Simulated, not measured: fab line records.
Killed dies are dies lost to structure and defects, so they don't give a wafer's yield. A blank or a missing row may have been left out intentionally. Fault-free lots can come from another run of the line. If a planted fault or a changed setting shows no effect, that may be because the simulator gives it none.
fab line records || flow n5Finfet
record {"lots": 4, "wafers": 10, "lastDay": 17}
route steps=1938 shown SD_EPI_P@308 SD_ACTIVATION@330 ILD0@335 SDB@347 BEOL_M4@1111 PASSIVATION@1936
lots that met no fault: from a run of the same line without faults
startH: start of the lot's first displayed wafer, in hours after the record's first day || waitH: hours from the lot's prior step to this one || " same as the row above || L1.1+2: several wafers, shown together as one row || - value missing, or start not given || * or withheld: withheld || < > ~ a bound
route shown NAME@n: NAME is a module with steps in the file, n the number in the route of the first one || usual: average and standard deviation across the fault-free wafers || same: alike in all rows || chamber/n: place in a boat || sites: per-site readings || _std_site: standard deviation of those values || _edge_site: inner sites' mean taken away from outer sites' mean || radiusMm: for every site, how far away it sits from the centre of the wafer || mask NAME#n: copy n || behind: the last tool/chamber to shape the wafer || hold: why the lot went on hold/how many hours it stayed there/how the hold came to an end || device: whichever transistor did not switch (one of n, p or np) || end of line: the same wafers' tests at the end of the route || a step given without rows: its recipe and nothing more || killed: not the wafer's yield, but the dies lost to structure and defects at the first sort || map: the dies of a wafer, with x for killed, . for not killed, _ for no die there
set.NAME: the setting as run; set.NAME@STEP: as run at that earlier step || model.NAME: the simulator's own value behind a step, which no gauge read
a table for each step, a row for each wafer; lots at some steps of the route
services: from which hour (startH, from the record's first day; less than 0 if before it) a tool's chamber was out of use, for how many hours, and why
## steps
# step N5_SD_EPI_P_ETCH_37
# recipe {"chemistry": "N2/H2", "target": "SOC", "overetchA": 1080, "maskMaterial": "SiARC", "tempC": 40, "ionEnergyEv": 100, "sourceW": 3000, "biasW": 133, "pressureMtorr": 20, "timeS": 486, "n2FlowSccm": 200, "h2FlowSccm": 200, "ends": "endPoint"}
# step N5_SD_EPI_P_STRIP_38
# recipe {"chemistry": "N2/H2", "tempC": 40, "n2FlowSccm": 200, "h2FlowSccm": 200, "rfFrequencyHz": 6e+07}
# step N5_SD_EPI_P_ETCHBACK_46
# recipe {"chemistry": "CH3F/O2", "mode": "anisotropicEtchback", "target": "SiNx", "targetDepthA": 175, "stopOn": "SiO2", "overEtchFrac": 0.3, "ionEnergyEv": 120, "pressureMtorr": 30, "sourceW": 395, "biasW": 73, "Ar_flow_sccm": 150, "CH3F_flow_sccm": 30, "O2_flow_sccm": 20}
# step N5_SD_EPI_P_ETCH_47
# recipe {"chemistry": "CH3F/O2", "target": "SiOCN", "targetDepthA": 250, "maskMaterial": "SOC", "ionEnergyEv": 60, "biasW": 29, "pressureMtorr": 30, "sourceW": 410, "Ar_flow_sccm": 150, "CH3F_flow_sccm": 30, "O2_flow_sccm": 20}
# step N5_SD_EPI_P_ETCH_16
# recipe {"chemistry": "CHF3/O2", "target": "SiO2", "targetDepthA": 50, "maskMaterial": "SOC", "pressureMtorr": 30, "sourceW": 650, "biasW": 170, "Ar_flow_sccm": 200, "CHF3_flow_sccm": 50, "O2_flow_sccm": 5, "ionEnergyEv": 200}
# step N5_SD_EPI_P_STRIP_50
# recipe {"chemistry": "CHF3/O2", "resist": "SiARC", "rfFrequencyHz": 6e+07}
# step N5_SD_EPI_P_SD_RECESS_17
# recipe {"chemistry": "HBr/Cl2/O2", "targetDepthA": 391, "btTimeS": 3, "pressureMtorr": 10, "icpW": 800, "biasW": 112, "HBr_flow_sccm": 150, "Cl2_flow_sccm": 80, "O2_flow_sccm": 12}
# step N5_SD_EPI_P_WET_ETCH_45
# recipe {"chemistry": "dHF", "dilution": "withheld", "timeS": 10.7, "target": "SiO2", "targetDepthA": 20, "tempC": 25, "dry": "ipaMarangoni", "rinseTimeS": 30, "rinseTempC": 23}
# step N5_SD_EPI_P_STRIP_40
# recipe {"chemistry": "N2/H2", "powerW": 1000, "tempC": 250, "h2Frac": 0.65, "overashFraction": 0.3, "pressureMtorr": "withheld", "n2FlowSccm": 1750, "h2FlowSccm": 3250}
# step N5_SD_EPI_P_PRECLEAN_52
# recipe {"chemistry": "O3/DIW", "timeS": 60, "tempC": 22, "o3Ppm": 10}
# step N5_SD_EPI_P_SRD_20
# recipe {"dry": "ipaMarangoni", "doPpb": 5, "timeS": 30, "tempC": 23, "rinseLiquid": "diw"}
# step N5_SD_EPI_P_PRECLEAN_51
# recipe {"chemistry": "NF3:NH3", "afsCycles": 1, "tempC": 30, "timeS": 20, "sublimationTempC": 180, "sublimationTimeS": 60, "pressureTorr": 3, "rfPowerW": 30}
# step N5_SD_EPI_P_VAPOR_ETCH_44
# recipe {"chemistry": "NF3/Ar", "target": "SiGe30", "tempC": 25, "timeS": 3.3, "mode": "isotropic"}
{"lot.wafer": "L628.3+4+6", "tool": "epiRpcvd-02", "chamber": 0, "startH": 54.77, "waitH": 0.1}
{"lot.wafer": "L637.1+2", "tool": "epiRpcvd-02", "chamber": 0, "startH": 108.75, "waitH": 0.1}
{"lot.wafer": "L639.2+5", "tool": "epiRpcvd-02", "chamber": 0, "startH": 123.35, "waitH": 0.1}
{"lot.wafer": "L651.2+5+6", "tool": "epiRpcvd-03", "chamber": 0, "startH": 194.76, "waitH": 0.2}
# step N5_SD_EPI_P_EPI_21
# recipe {"material": "SiGe:B", "dopant": "B", "tempC": 550, "pressureTorr": 20, "ambient": "H2", "timeS": 355}
# step N5_SD_EPI_P_HM_STRIP_48
# recipe {"chemistry": "H3PO4", "tempC": 160, "material": "SiNx", "target": "SiNx", "targetDepthA": 30, "overetchFraction": 0.3}
# step N5_SD_EPI_P_SRD_49
# recipe {"dry": "ipaMarangoni", "timeS": 30, "tempC": 23, "rinseLiquid": "diw"}
# step N5_SD_EPI_P_PRECLEAN_24
# recipe {"chemistry": "O3/DIW", "timeS": 45, "tempC": 22, "o3Ppm": 10}
# step N5_SD_EPI_P_PRECLEAN_32
# recipe {"chemistry": "dHF", "timeS": 10, "dilution": "500:1", "tempC": 25}
# step N5_SD_EPI_P_PRECLEAN_33
# recipe {"chemistry": "SC2", "timeS": 45, "tempC": 35, "mix": "1:1:50"}
# step N5_SD_EPI_P_SRD_25
# recipe {"timeS": 30, "tempC": 23, "rinseLiquid": "diw", "dry": "ipaMarangoni"}
# step N5_SD_ACTIVATION_RTA_00
# recipe {"tempC": 975, "timeS": 0, "ambient": "N2", "idleTempC": 600, "rampUpCPerS": 150, "rampDownCPerS": 60, "coolToC": 600}
# step N5_SD_ACTIVATION_LSA_01
# recipe {"tempC": 1080, "timeS": 0.0008, "ambient": "N2"}
# step N5_ILD0_LINER_00
# recipe {"material": "SiNx", "targetThkA": 40, "tempC": 400, "aldPrecursorFamily": "SiH2I2", "aldCoReactant": "N2/H2-plasma", "pulseTimeS": 1, "purgeTimeS": 2, "coReactantPurgeTimeS": 2, "aldCycles": 80, "pressureTorr": 2}
# step N5_ILD0_FCVD_FILL_01
# recipe {"material": "SiO2_flowable", "targetThkA": 2000, "tempC": 100, "pressureTorr": 0.8, "rfW": 2000, "timeS": 328.3}
# step N5_ILD0_CURE_02
# recipe {"tempC": 450, "timeS": 1800, "ambient": "steam", "idleTempC": 400, "rampUpCPerMin": 5, "rampDownCPerMin": 3, "densificationPH2oTorr": 640}
# step N5_ILD0_CMP_03
# recipe {"stopOn": "SiNx", "tOverpolishS": 1.9, "postCmpClean": "alkalineBrush", "downForcePsi": 4.1491, "platenRpm": 51.796, "padVelocityMS": 1.0306, "targetThkNm": 197.38}
# step N5_ILD0_CMP_07
# recipe {"stopOn": "poly-Si", "material": "SiO2_flowable", "tOverpolishS": 1.18, "postCmpClean": "alkalineBrush", "downForcePsi": 4.1491, "platenRpm": 51.796, "padVelocityMS": 1.0306, "targetThkNm": 138.88}
# step N5_ILD0_PRECLEAN_10
# recipe {"chemistry": "NF3:NH3", "afsCycles": 5, "timeS": 20, "tempC": 30, "sublimationTempC": 180, "sublimationTimeS": 60, "pressureTorr": 3, "rfPowerW": 30}
# step N5_ILD0_ALD_15
# recipe {"material": "SiNx", "targetThkA": 240, "tempC": 400, "aldPrecursorFamily": "SiH2I2", "aldCoReactant": "N2/H2-plasma", "pulseTimeS": 1, "aldCycles": 480, "purgeTimeS": 2, "coReactantPurgeTimeS": 2, "pressureTorr": 2}
# step N5_ILD0_CMP_12
# recipe {"stopOn": "poly-Si", "material": "SiNx", "tOverpolishS": 6, "postCmpClean": "alkalineBrush", "downForcePsi": 2.5, "platenRpm": 51.8, "padVelocityMS": 1.0307, "targetThkNm": 17.67}
# step N5_SDB_HM_DEP_00
# recipe {"material": "SiNx", "targetThkA": 400, "tempC": 400, "precursor": "SiH4/NH3/N2", "pressureTorr": 1.5, "rfW": 300, "timeS": 35.3}
# step N5_SDB_COAT_03
# recipe {"resist": "SOC", "tempC": 250, "timeS": 60, "spinRpm": 1500, "resistThkNm": 100}
# step N5_SDB_COAT_04
# recipe {"resist": "SiARC", "tempC": 220, "timeS": 60, "spinRpm": 1500, "resistThkNm": 18}
# step N5_BEOL_M4_RC_MEAS_101
# usual {"DIBL_N": "36.3/1.6", "DIBL_P": "36.2/2", "IOFF_N": "0.160/0.028", "IOFF_P": "0.21/0.036", "IOFF_P_85C": "3.7/0.51", "IOFF_P_LIN": "0.101/0.013", "ION_N": "677/11", "ION_P": "465/6.9", "REXT_P": "99.4/2", "SS_N": "71.5/0.55", "SS_P": "73.3/0.64", "VT_N": "250/3", "VT_P": "-250/3.5", "VT_P_LVT": "-98.7/2.9"}
{"lot.wafer": "L628.3", "tool": "prober-01", "chamber": 0, "startH": 165.19, "waitH": 0.3, "DIBL_N[mV/V]": 36.3, "DIBL_P[mV/V]": 35.7, "IOFF_N[nA/um]": 0.153, "IOFF_P[nA/um]": 0.21, "IOFF_P_85C[nA/um]": 3.7, "IOFF_P_LIN[nA/um]": 0.104, "ION_N[uA/um]": 671, "ION_P[uA/um]": 465, "REXT_P[ohm.um]": 100.3, "SS_N[mV/dec]": 70.3, "SS_P[mV/dec]": 72.9, "VT_N[mV]": 252, "VT_P[mV]": -248, "VT_P_LVT[mV]": -97.5}
{"lot.wafer": "L628.4", "tool": "prober-01", "chamber": 0, "startH": 165.19, "waitH": 0.3, "DIBL_N[mV/V]": 37.3, "DIBL_P[mV/V]": 36.0, "IOFF_N[nA/um]": 0.178, "IOFF_P[nA/um]": 0.22, "IOFF_P_85C[nA/um]": 3.8, "IOFF_P_LIN[nA/um]": 0.108, "ION_N[uA/um]": 681, "ION_P[uA/um]": 468, "REXT_P[ohm.um]": 100.4, "SS_N[mV/dec]": 71.6, "SS_P[mV/dec]": 72.5, "VT_N[mV]": 245, "VT_P[mV]": -250, "VT_P_LVT[mV]": -95.4}
{"lot.wafer": "L628.6", "tool": "prober-01", "chamber": 0, "startH": 165.19, "waitH": 0.3, "DIBL_N[mV/V]": 37.6, "DIBL_P[mV/V]": 36.8, "IOFF_N[nA/um]": 0.164, "IOFF_P[nA/um]": 0.24, "IOFF_P_85C[nA/um]": 4.1, "IOFF_P_LIN[nA/um]": 0.115, "ION_N[uA/um]": 677, "ION_P[uA/um]": 471, "REXT_P[ohm.um]": 99.7, "SS_N[mV/dec]": 71.2, "SS_P[mV/dec]": 73.3, "VT_N[mV]": 248, "VT_P[mV]": -246, "VT_P_LVT[mV]": -95.9}
{"lot.wafer": "L637.1", "tool": "prober-01", "chamber": 0, "startH": 230.68, "waitH": 0.0, "DIBL_N[mV/V]": 36.1, "DIBL_P[mV/V]": 37.4, "IOFF_N[nA/um]": 0.149, "IOFF_P[nA/um]": 0.25, "IOFF_P_85C[nA/um]": 4.3, "IOFF_P_LIN[nA/um]": 0.118, "ION_N[uA/um]": 661, "ION_P[uA/um]": 461, "REXT_P[ohm.um]": 96.8, "SS_N[mV/dec]": 72.0, "SS_P[mV/dec]": 73.7, "VT_N[mV]": 252, "VT_P[mV]": -247, "VT_P_LVT[mV]": -96.9}
{"lot.wafer": "L637.2", "tool": "prober-01", "chamber": 0, "startH": 230.68, "waitH": 0.0, "DIBL_N[mV/V]": 36.0, "DIBL_P[mV/V]": 31.6, "IOFF_N[nA/um]": 0.145, "IOFF_P[nA/um]": 0.12, "IOFF_P_85C[nA/um]": 2.3, "IOFF_P_LIN[nA/um]": 0.065, "ION_N[uA/um]": 676, "ION_P[uA/um]": 434, "REXT_P[ohm.um]": 118.1, "SS_N[mV/dec]": 71.0, "SS_P[mV/dec]": 71.6, "VT_N[mV]": 251, "VT_P[mV]": -261, "VT_P_LVT[mV]": -108.8}
{"lot.wafer": "L639.2", "tool": "prober-01", "chamber": 0, "startH": 235.28, "waitH": 0.2, "DIBL_N[mV/V]": 37.1, "DIBL_P[mV/V]": 33.2, "IOFF_N[nA/um]": 0.179, "IOFF_P[nA/um]": 0.13, "IOFF_P_85C[nA/um]": 2.4, "IOFF_P_LIN[nA/um]": 0.066, "ION_N[uA/um]": 692, "ION_P[uA/um]": 436, "REXT_P[ohm.um]": 119.8, "SS_N[mV/dec]": 72.2, "SS_P[mV/dec]": 73.5, "VT_N[mV]": 246, "VT_P[mV]": -259, "VT_P_LVT[mV]": -112.0}
{"lot.wafer": "L639.5", "tool": "prober-01", "chamber": 0, "startH": 235.28, "waitH": 0.2, "DIBL_N[mV/V]": 37.2, "DIBL_P[mV/V]": 34.0, "IOFF_N[nA/um]": 0.189, "IOFF_P[nA/um]": 0.13, "IOFF_P_85C[nA/um]": 2.4, "IOFF_P_LIN[nA/um]": 0.065, "ION_N[uA/um]": 689, "ION_P[uA/um]": 435, "REXT_P[ohm.um]": 122.5, "SS_N[mV/dec]": 71.4, "SS_P[mV/dec]": 73.9, "VT_N[mV]": 248, "VT_P[mV]": -262, "VT_P_LVT[mV]": -111.8}
{"lot.wafer": "L651.2", "tool": "prober-02", "chamber": 0, "startH": 309.64, "waitH": 0.2, "DIBL_N[mV/V]": 35.1, "DIBL_P[mV/V]": 34.3, "IOFF_N[nA/um]": 0.134, "IOFF_P[nA/um]": 0.17, "IOFF_P_85C[nA/um]": 3.0, "IOFF_P_LIN[nA/um]": 0.084, "ION_N[uA/um]": 679, "ION_P[uA/um]": 462, "REXT_P[ohm.um]": 100.6, "SS_N[mV/dec]": 70.7, "SS_P[mV/dec]": 73.3, "VT_N[mV]": 251, "VT_P[mV]": -255, "VT_P_LVT[mV]": -98.1}
{"lot.wafer": "L651.5", "tool": "prober-02", "chamber": 0, "startH": 309.64, "waitH": 0.2, "DIBL_N[mV/V]": 35.7, "DIBL_P[mV/V]": 35.7, "IOFF_N[nA/um]": 0.144, "IOFF_P[nA/um]": 0.18, "IOFF_P_85C[nA/um]": 3.1, "IOFF_P_LIN[nA/um]": 0.088, "ION_N[uA/um]": 665, "ION_P[uA/um]": 452, "REXT_P[ohm.um]": 102.9, "SS_N[mV/dec]": 71.8, "SS_P[mV/dec]": 73.6, "VT_N[mV]": 251, "VT_P[mV]": -252, "VT_P_LVT[mV]": -98.6}
{"lot.wafer": "L651.6", "tool": "prober-02", "chamber": 0, "startH": 309.64, "waitH": 0.2, "DIBL_N[mV/V]": 35.9, "DIBL_P[mV/V]": 36.2, "IOFF_N[nA/um]": 0.152, "IOFF_P[nA/um]": 0.18, "IOFF_P_85C[nA/um]": 3.1, "IOFF_P_LIN[nA/um]": 0.087, "ION_N[uA/um]": 683, "ION_P[uA/um]": 460, "REXT_P[ohm.um]": 103.2, "SS_N[mV/dec]": 71.4, "SS_P[mV/dec]": 73.5, "VT_N[mV]": 249, "VT_P[mV]": -254, "VT_P_LVT[mV]": -99.0}
# step N5_PASSIVATION_PROBE_49
# usual {"defectLimitedYield": "91.2/1.5", "killed_at_M0_to_M3": "36/10", "killed_at_M4_up": "13/6", "killedAtContacts": "11/5.2", "killedAtFrontEnd": "40/11", "killedAtOther": "3.1/2.9", "killedDies": "104/17", "killedOnRim": "14/3.6", "killedOpen": "66/12", "killedShort": "34/7.7", "sort_bin_5_function": "5.1/0.91", "sort_bin_6_memory": "3.2/0.67", "sort_bin_8_speed": "0.00/0.0074", "sortNPass": "1076/17", "sortYieldPct": "91.2/1.5"}
# same {"grossDies": 1180, "killedAtBackSide": 0, "sort_bin_4_leakage[%]": 0}
{"lot.wafer": "L628.3", "tool": "prober-02", "chamber": "-", "startH": 283.98, "waitH": 0.1, "defectLimitedYield[%]": 88.1, "killed_at_M0_to_M3": 41, "killed_at_M4_up": 20, "killedAtContacts": 19, "killedAtFrontEnd": 53, "killedAtOther": 7, "killedDies": 140, "killedOnRim": 16, "killedOpen": 87, "killedShort": 52, "sort_bin_5_function[%]": 7.2, "sort_bin_6_memory[%]": 4.2, "sort_bin_8_speed[%]": 0, "sortNPass": 1040, "sortYieldPct[%]": 88.1}
{"lot.wafer": "L628.4", "tool": "prober-02", "chamber": "-", "startH": 284.03, "waitH": 0.2, "defectLimitedYield[%]": 90.5, "killed_at_M0_to_M3": 44, "killed_at_M4_up": 13, "killedAtContacts": 13, "killedAtFrontEnd": 39, "killedAtOther": 3, "killedDies": 112, "killedOnRim": 12, "killedOpen": 72, "killedShort": 38, "sort_bin_5_function[%]": 5.7, "sort_bin_6_memory[%]": 3.5, "sort_bin_8_speed[%]": 0, "sortNPass": 1068, "sortYieldPct[%]": 90.5}
{"lot.wafer": "L628.6", "tool": "prober-02", "chamber": "-", "startH": 284.13, "waitH": 0.3, "defectLimitedYield[%]": 89.9, "killed_at_M0_to_M3": 58, "killed_at_M4_up": 20, "killedAtContacts": 14, "killedAtFrontEnd": 27, "killedAtOther": 0, "killedDies": 119, "killedOnRim": 14, "killedOpen": 85, "killedShort": 29, "sort_bin_5_function[%]": 5.7, "sort_bin_6_memory[%]": 4.0, "sort_bin_8_speed[%]": 0, "sortNPass": 1061, "sortYieldPct[%]": 89.9}
{"lot.wafer": "L639.2", "tool": "prober-02", "chamber": "-", "startH": 344.56, "waitH": 0.1, "defectLimitedYield[%]": 91.1, "killed_at_M0_to_M3": 30, "killed_at_M4_up": 7, "killedAtContacts": 20, "killedAtFrontEnd": 46, "killedAtOther": 2, "killedDies": 105, "killedOnRim": 18, "killedOpen": 63, "killedShort": 31, "sort_bin_5_function[%]": 4.9, "sort_bin_6_memory[%]": 2.7, "sort_bin_8_speed[%]": 0.68, "sortNPass": 1067, "sortYieldPct[%]": 90.4}
{"lot.wafer": "L639.5", "tool": "prober-02", "chamber": "-", "startH": 344.71, "waitH": 0.2, "defectLimitedYield[%]": 90.0, "killed_at_M0_to_M3": 29, "killed_at_M4_up": 10, "killedAtContacts": 21, "killedAtFrontEnd": 52, "killedAtOther": 6, "killedDies": 118, "killedOnRim": 18, "killedOpen": 72, "killedShort": 33, "sort_bin_5_function[%]": 5.4, "sort_bin_6_memory[%]": 3.3, "sort_bin_8_speed[%]": 5.68, "sortNPass": 995, "sortYieldPct[%]": 84.3}
{"lot.wafer": "L637.1", "tool": "prober-02", "chamber": "-", "startH": 348.67, "waitH": 0.0, "defectLimitedYield[%]": 90.0, "killed_at_M0_to_M3": 32, "killed_at_M4_up": 13, "killedAtContacts": 19, "killedAtFrontEnd": 49, "killedAtOther": 5, "killedDies": 118, "killedOnRim": 15, "killedOpen": 72, "killedShort": 38, "sort_bin_5_function[%]": 5.3, "sort_bin_6_memory[%]": 3.8, "sort_bin_8_speed[%]": 0, "sortNPass": 1062, "sortYieldPct[%]": 90.0}
{"lot.wafer": "L637.2", "tool": "prober-02", "chamber": "-", "startH": 348.72, "waitH": 0.1, "defectLimitedYield[%]": 93.1, "killed_at_M0_to_M3": 31, "killed_at_M4_up": 8, "killedAtContacts": 5, "killedAtFrontEnd": 37, "killedAtOther": 1, "killedDies": 82, "killedOnRim": 10, "killedOpen": 57, "killedShort": 24, "sort_bin_5_function[%]": 3.8, "sort_bin_6_memory[%]": 2.7, "sort_bin_8_speed[%]": 14.15, "sortNPass": 931, "sortYieldPct[%]": 78.9}
{"lot.wafer": "L651.2", "tool": "prober-01", "chamber": "-", "startH": 417.85, "waitH": 0.1, "defectLimitedYield[%]": 91.7, "killed_at_M0_to_M3": 26, "killed_at_M4_up": 16, "killedAtContacts": 8, "killedAtFrontEnd": 38, "killedAtOther": 10, "killedDies": 98, "killedOnRim": 13, "killedOpen": 55, "killedShort": 36, "sort_bin_5_function[%]": 4.3, "sort_bin_6_memory[%]": 3.1, "sort_bin_8_speed[%]": 0, "sortNPass": 1082, "sortYieldPct[%]": 91.7}
{"lot.wafer": "L651.5", "tool": "prober-01", "chamber": "-", "startH": 418.00, "waitH": 0.2, "defectLimitedYield[%]": 92.3, "killed_at_M0_to_M3": 27, "killed_at_M4_up": 23, "killedAtContacts": 11, "killedAtFrontEnd": 27, "killedAtOther": 3, "killedDies": 91, "killedOnRim": 17, "killedOpen": 64, "killedShort": 23, "sort_bin_5_function[%]": 4.5, "sort_bin_6_memory[%]": 2.9, "sort_bin_8_speed[%]": 0, "sortNPass": 1089, "sortYieldPct[%]": 92.3}
{"lot.wafer": "L651.6", "tool": "prober-01", "chamber": "-", "startH": 418.05, "waitH": 0.3, "defectLimitedYield[%]": 92.8, "killed_at_M0_to_M3": 26, "killed_at_M4_up": 17, "killedAtContacts": 8, "killedAtFrontEnd": 31, "killedAtOther": 3, "killedDies": 85, "killedOnRim": 11, "killedOpen": 50, "killedShort": 30, "sort_bin_5_function[%]": 4.1, "sort_bin_6_memory[%]": 2.9, "sort_bin_8_speed[%]": 0, "sortNPass": 1095, "sortYieldPct[%]": 92.8}
# killed by level:class
L628.3 MOL_CONTACT_COAG:geometricParticle:open=17 BEOL_M4:geometricParticle:open=12 FIN_SAQP:geometricParticle:short=10 FIN_SAQP:geometricParticle:open=10 BEOL_M0_SAQP:geometricParticle:short=10 BEOL_M2:geometricParticle:open=9 STI_FIN_REVEAL:geometricParticle:open=8 STARTING-WAFER:geometricParticle:short=8
L628.4 STI_FIN_REVEAL:geometricParticle:open=11 BEOL_M3:geometricParticle:open=10 MOL_CONTACT_COAG:geometricParticle:open=8 BEOL_M2:geometricParticle:open=8 FIN_SAQP:geometricParticle:open=7 BEOL_M0_SAQP:geometricParticle:short=7 BEOL_M4:geometricParticle:open=7 DUMMY_GATE:geometricParticle:open=5
L628.6 BEOL_M2:geometricParticle:open=19 BEOL_M4:geometricParticle:open=10 BEOL_M3:geometricParticle:open=10 MOL_CONTACT_COAG:geometricParticle:open=8 STI_FIN_REVEAL:geometricParticle:open=7 BEOL_M1:geometricParticle:open=7 FIN_SAQP:geometricParticle:open=5 BEOL_M0_SAQP:geometricParticle:short=5
L639.2 STI_FIN_REVEAL:geometricParticle:open=15 MOL_CONTACT_COAG:geometricParticle:open=14 HKMG_FIN:areaEtch=9 BEOL_M0_SAQP:geometricParticle:open=8 FIN_SAQP:geometricParticle:short=6 MOL_CONTACT_COAG:geometricParticle:short=6 BEOL_M0_SAQP:geometricParticle:short=6 BEOL_M4:geometricParticle:open=6
L639.5 MOL_CONTACT_COAG:geometricParticle:open=19 HKMG_FIN:areaEtch=11 BEOL_M1:geometricParticle:open=8 FIN_SAQP:geometricParticle:short=7 DUMMY_GATE:geometricParticle:open=6 GATE_CUT:geometricParticle:short=6 GATE_CUT:geometricParticle:open=5 BEOL_M0_SAQP:geometricParticle:open=5
L637.1 MOL_CONTACT_COAG:geometricParticle:open=16 FIN_SAQP:geometricParticle:open=12 BEOL_M1:geometricParticle:open=10 FIN_SAQP:geometricParticle:short=8 HKMG_FIN:areaEtch=6 BEOL_M0_SAQP:geometricParticle:open=5 MIM_BOT:geometricParticle:short=5 BEOL_M4:geometricParticle:open=5
L637.2 FIN_SAQP:geometricParticle:open=11 FIN_SAQP:geometricParticle:short=10 BEOL_M1:geometricParticle:open=10 BEOL_M0_SAQP:geometricParticle:open=5 BEOL_M0_SAQP:geometricParticle:short=4 MOL_CONTACT_COAG:geometricParticle:open=4 BEOL_M2:geometricParticle:open=4 BEOL_M3:geometricParticle:open=4
L651.2 FIN_SAQP:geometricParticle:open=7 FIN_SAQP:geometricParticle:short=7 STI_FIN_REVEAL:geometricParticle:open=6 BEOL_M4:geometricParticle:open=6 BEOL_M1:geometricParticle:open=6 MOL_CONTACT_COAG:geometricParticle:open=5 BEOL_M0_SAQP:geometricParticle:open=5 GATE_CUT:geometricParticle:short=4
L651.5 MOL_CONTACT_COAG:geometricParticle:open=11 BEOL_M4:geometricParticle:open=8 FIN_SAQP:geometricParticle:open=7 BEOL_M1:geometricParticle:open=7 BEOL_M2:geometricParticle:open=5 FIN_SAQP:geometricParticle:short=4 BEOL_M0_SAQP:geometricParticle:open=4 BEOL_M1:geometricParticle:short=4
L651.6 FIN_SAQP:geometricParticle:open=11 BEOL_M4:geometricParticle:open=11 BEOL_M0_SAQP:geometricParticle:open=7 BEOL_M0_SAQP:geometricParticle:short=7 FIN_SAQP:geometricParticle:short=6 BEOL_M1:geometricParticle:short=5 STI_FIN_REVEAL:geometricParticle:open=3 MOL_CONTACT_COAG:geometricParticle:short=3
# map L637.1 (x killed, . not)
_________________............________________
______________..x..............._____________
___________x..............x........__________
__________....x..x.......xx........._________
________...x.x.x.x....x..............._______
_______..x..................x.........x______
______................................x._____
_____.....x......x..x................x...____
____...x........x.........................___
___.......x................................__
___..x.xx.................x............x...__
__.x........x........x.x...x..x............._
__..........x.x..xx.......x................._
_...x.x.....................x...........x....
_.x........................x...x...........x.
_........x...............xx.x..x...........x.
_..x............x....x................x....x.
_xx.............x.....xx.....................
_...x......................x.........x.....x.
_...........x...x....x.....................x.
_.............x.........x.........x..........
__................x.....x.........x..x.....x_
__...x..x.......x.......x..........xx......._
___.............................x....x.....__
___..x..........xx.x......x.....x....x.....__
____................x......x..............___
_____...........x.................x....x.____
______.............x.......x....x.x....._____
_______..........x.....................______
________.x.............x....x.......xx_______
__________...x.......x.......x......_________
___________x.......x........x......__________
______________..............x..._____________
_________________x..........x________________
# map L639.5 (x killed, . not)
_________________....x.......________________
______________x........x......xx_____________
___________.........x..........x...__________
__________...x......................_________
________...........x................x._______
_______.............x...x.x...........x______
______....x....x.......x..x............._____
_____.......x.....................x......____
____x..x......x........x.............xx...___
___.........x.............x........x......x__
___......x.x.........x....x................__
__.....................................x.x.._
__.................x........................_
_....................x.....x............xx.x.
_................xx......................x...
_.x........................x...x.x...x....xx.
_...xx.........x.........x.....x....x........
_.........x.x............x.............x..x..
_x..........x.....x...x....x.....x.....x.....
_................x..x.........x...x.....x..x.
_..x.................x..x.....x...x....x.....
__....x........................x............_
__......................xx................x._
___...........xx...................x.......__
___..x.......................x.............__
____.xx...............x...................___
_____......x..................x..........____
______x....................x.........x.._____
_______.........x.....x.............x..______
________....xx......x...x............._______
__________....xx....x....x.....x..x._________
___________.x....x.......x.........__________
______________................x._____________
_________________..........x.________________
## services
{"tool": "epiRpcvd-02", "chamber": "-", "startH": 171.80, "hours": 14.6, "kind": "pm"}
{"tool": "epiRpcvd-03", "chamber": "-", "startH": 178.45, "hours": 0.8, "kind": "repair"}
## key
firstSign {"step": "N5_BEOL_M4_RC_MEAS_101", "reading": "REXT_P", "direction": "up", "sigmas": 10, "usual": 99.4, "struck": 120.1}
effect {"step": "N5_BEOL_M4_RC_MEAS_101", "reading": "ION_P", "direction": "down", "sigmas": 4.4, "usual": 465, "struck": 435}
effect {"step": "N5_BEOL_M4_RC_MEAS_101", "reading": "VT_P_LVT", "direction": "down", "sigmas": 4.2, "usual": -98.7, "struck": -110.8}
effect {"step": "N5_BEOL_M4_RC_MEAS_101", "reading": "VT_P", "direction": "down", "sigmas": 3.1, "usual": -250, "struck": -261}
effect {"step": "N5_BEOL_M4_RC_MEAS_101", "reading": "IOFF_P_LIN", "direction": "down", "sigmas": 2.7, "usual": 0.101, "struck": 0.065}
effect {"step": "N5_BEOL_M4_RC_MEAS_101", "reading": "IOFF_P_85C", "direction": "down", "sigmas": 2.6, "usual": 3.7, "struck": 2.3}
effect {"step": "N5_BEOL_M4_RC_MEAS_101", "reading": "IOFF_P", "direction": "down", "sigmas": 2.4, "usual": 0.21, "struck": 0.13}
effect {"step": "N5_PASSIVATION_PROBE_49", "reading": "sort_bin_8_speed", "direction": "up", "sigmas": 81, "usual": 0.00, "struck": 6.84}
metAt N5_SD_EPI_P_VAPOR_ETCH_44
struckWafers L637.2,L639.2,L639.5
baselineLoss {"step": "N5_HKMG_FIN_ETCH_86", "wafers": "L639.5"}
onsetBetween 54.77 108.75
fault {"kind": "processParameterDrift", "tool": "epiRpcvd-02", "chamber": "-", "onsetH": 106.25, "steps": "N5_SD_EPI_P_VAPOR_ETCH_44", "channel": "timeS", "offset": "*", "shape": "step", "endH": 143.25, "scope": "struckWafersOnly", "actsIn": "*", "stated": "*"}
# baselineLoss: these wafers lose ten dies or more at that step, a loss of the line's own and not of a fault; the sort's usual values leave them out
